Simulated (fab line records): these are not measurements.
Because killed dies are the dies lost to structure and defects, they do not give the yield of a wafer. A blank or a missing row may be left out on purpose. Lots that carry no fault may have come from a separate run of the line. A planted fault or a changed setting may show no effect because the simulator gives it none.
Matching of chambers | flow nand-harc | NHARC_A_M1_STRIP_18 on rie-diel-05: 4 sister chambers
The step strips in N2/H2. 14 wafers are shown with their chamber, then 7 later ones without.

== WAFERS PAIRED WITH THEIR CHAMBERS ==
wafer  | chamber | showerhead-plenum-p-Torr (Torr) | drypump-motor-current-A (A) | oes-product-au (a.u.)
L074.1 | 0       | 1.90                            | 5.4                         | 0.992
L074.2 | 2       | 2.07                            | 6.2                         | 0.992
L074.6 | 2       | 2.07                            | 6.2                         | 0.992
L076.1 | 3       | 1.94                            | 6.0                         | 1.003
L076.2 | 1       | 2.03                            | 5.6                         | 1.000
L076.5 | 0       | 1.90                            | 5.3                         | 0.992
L078.2 | 0       | 1.90                            | 5.4                         | 0.990
L078.3 | 1       | 2.02                            | 5.6                         | 0.998
L078.6 | 2       | 2.07                            | 6.2                         | 0.986
L083.1 | 2       | 2.07                            | 6.2                         | 1.014
L083.2 | 0       | 1.90                            | 5.3                         | 1.011
L083.5 | 3       | 1.94                            | 5.9                         | 1.007
L087.1 | 1       | 2.02                            | 5.6                         | 1.000
L087.5 | 1       | 2.02                            | 5.6                         | 1.009

SIGNATURES, as means of the wafers listed above
reading                  | chamber 0 | chamber 1 | chamber 2 | chamber 3 | scatter within a chamber
showerhead-plenum-p-Torr | 1.9000    | 2.0225    | 2.0700    | 1.9400    | 0.00274
drypump-motor-current-A  | 5.350     | 5.600     | 6.200     | 5.950     | 0.0387
oes-product-au           | 0.99625   | 1.00175   | 0.99600   | 1.00500   | 0.00911
Rule: a wafer lies at a distance from a chamber equal to the root of the sum of squares, over the readings, of (its reading less the chamber's mean, divided by the reading's scatter). The wafer belongs to the nearest chamber; if the next one is less than 2 further off, it can't be placed. The scatter: take each reading less its chamber's mean, square it, sum over the shown wafers, divide by the number of wafers less the number of chambers, and take the root.

== WAFERS WHOSE CHAMBER IS MISSING ==
wafer  | showerhead-plenum-p-Torr (Torr) | drypump-motor-current-A (A) | oes-product-au (a.u.)
L087.6 | 2.07                            | 6.2                         | 0.999
L091.2 | 1.90                            | 5.4                         | 0.998
L091.3 | 2.07                            | 6.2                         | 0.986
L091.6 | 2.02                            | 5.6                         | 0.997
L095.1 | 2.07                            | 6.2                         | 1.002
L095.4 | 1.89                            | 5.4                         | 0.997
L095.5 | 1.90                            | 5.4                         | 1.003

== WHICH CHAMBER EACH WENT THROUGH ==
wafer  | from the rows above | in truth
L087.6 | 2                   | 2
L091.2 | 0                   | 0
L091.3 | 2                   | 2
L091.6 | 1                   | 1
L095.1 | 2                   | 2
L095.4 | 0                   | 0
L095.5 | 0                   | 0
Placed correctly: 7 of 7. Not placeable from these rows: 0. 0 placed wrongly.
